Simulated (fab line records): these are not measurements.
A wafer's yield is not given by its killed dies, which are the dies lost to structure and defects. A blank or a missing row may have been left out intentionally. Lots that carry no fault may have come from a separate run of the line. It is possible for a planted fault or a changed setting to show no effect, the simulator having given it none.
Split-lot trial | flow n5Finfet | 39 wafers read across 7 lots, on a route 1938 steps long

## ABOUT THE SPLIT
At N5_DUMMY_GATE_CVD_03 (deposits a-Si from SiH4, target thk 150 nm, time 8042 s), the setting targetThkA was moved away from the recipe's 1500 angstrom on 30 of the 39 wafers read, by -11.8% to +7.9%. This setting was run at the recipe's value on the other wafers.

The reading comes from the split's own step.

## THE READING
a-Si_of_DUMMY_GATE_CVD_03.thkNm (the simulator's own value, which no gauge read), in nm, at N5_DUMMY_GATE_CVD_03 (deposits a-Si from SiH4, target thk 150 nm, time 8042 s). The file does not state a usual value for it. Across the 9 wafers here that went through the recipe, the average is 149.9 nm and the standard deviation 1.2 nm.

wafer  | tool, chamber at the split | targetThkA as run, angstrom | against the recipe | a-Si_of_DUMMY_GATE_CVD_03.thkNm, nm | against lot-mates on the recipe
L075.1 | -, -                       | 1404                        | -6.4%              | 139.8                               | no lot-mate on the recipe
L075.2 | -, -                       | 1404                        | -6.4%              | 139.4                               | no lot-mate on the recipe
L075.3 | -, -                       | 1404                        | -6.4%              | 140.6                               | no lot-mate on the recipe
L075.4 | -, -                       | 1404                        | -6.4%              | 140.4                               | no lot-mate on the recipe
L075.6 | -, -                       | 1404                        | -6.4%              | 140.4                               | no lot-mate on the recipe
L075.5 | -, -                       | 1404                        | -6.4%              | 140                                 | no lot-mate on the recipe
L078.2 | lpcvd-02, 1/95             | 1500                        | recipe             | 147.8                               | -
L078.3 | lpcvd-02, 1/100            | 1500                        | recipe             | 151.6                               | -
L078.5 | lpcvd-02, 1/109            | 1500                        | recipe             | 151                                 | -
L082.1 | -, -                       | 1435                        | -4.3%              | 144.6                               | no lot-mate on the recipe
L082.2 | -, -                       | 1435                        | -4.3%              | 144.6                               | no lot-mate on the recipe
L082.3 | -, -                       | 1435                        | -4.3%              | 144.8                               | no lot-mate on the recipe
L082.4 | -, -                       | 1435                        | -4.3%              | 144                                 | no lot-mate on the recipe
L082.5 | -, -                       | 1435                        | -4.3%              | 143.8                               | no lot-mate on the recipe
L082.6 | -, -                       | 1435                        | -4.3%              | 145.4                               | no lot-mate on the recipe
L083.1 | -, -                       | 1426                        | -4.9%              | 142.6                               | no lot-mate on the recipe
L083.5 | -, -                       | 1426                        | -4.9%              | 142.6                               | no lot-mate on the recipe
L083.2 | -, -                       | 1426                        | -4.9%              | 143.2                               | no lot-mate on the recipe
L083.3 | -, -                       | 1426                        | -4.9%              | 143.4                               | no lot-mate on the recipe
L083.6 | -, -                       | 1426                        | -4.9%              | 143.4                               | no lot-mate on the recipe
L083.4 | -, -                       | 1426                        | -4.9%              | 142                                 | no lot-mate on the recipe
L085.1 | -, -                       | 1500                        | recipe             | 150.2                               | -
L085.2 | -, -                       | 1500                        | recipe             | 150.4                               | -
L085.3 | -, -                       | 1500                        | recipe             | 149.2                               | -
L085.4 | -, -                       | 1500                        | recipe             | 151.4                               | -
L085.5 | -, -                       | 1500                        | recipe             | 148.8                               | -
L085.6 | -, -                       | 1500                        | recipe             | 148.8                               | -
L087.1 | -, -                       | 1619                        | +7.9%              | 158.4                               | no lot-mate on the recipe
L087.2 | -, -                       | 1619                        | +7.9%              | 160.2                               | no lot-mate on the recipe
L087.3 | -, -                       | 1619                        | +7.9%              | 160.2                               | no lot-mate on the recipe
L087.4 | -, -                       | 1619                        | +7.9%              | 159                                 | no lot-mate on the recipe
L087.5 | -, -                       | 1619                        | +7.9%              | 160.6                               | no lot-mate on the recipe
L087.6 | -, -                       | 1619                        | +7.9%              | 159.4                               | no lot-mate on the recipe
L093.1 | -, -                       | 1323                        | -11.8%             | 132.4                               | no lot-mate on the recipe
L093.2 | -, -                       | 1323                        | -11.8%             | 132.8                               | no lot-mate on the recipe
L093.3 | -, -                       | 1323                        | -11.8%             | 132.2                               | no lot-mate on the recipe
L093.4 | -, -                       | 1323                        | -11.8%             | 132.2                               | no lot-mate on the recipe
L093.5 | -, -                       | 1323                        | -11.8%             | 133.6                               | no lot-mate on the recipe
L093.6 | -, -                       | 1323                        | -11.8%             | 131.8                               | no lot-mate on the recipe

FIT RESULTS
A straight line over all 39 wafers: a-Si_of_DUMMY_GATE_CVD_03.thkNm changes by +1.38 nm for each +1% of targetThkA; r = +0.99; the points scatter about the line by 1 nm.
Too few moved wafers have a lot-mate on the recipe to fit a line with each lot's own level taken away.

## THE FILE'S OWN FIT
a-Si_of_DUMMY_GATE_CVD_03.thkNm changes by +1.38 nm for each +1% of targetThkA, r = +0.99.
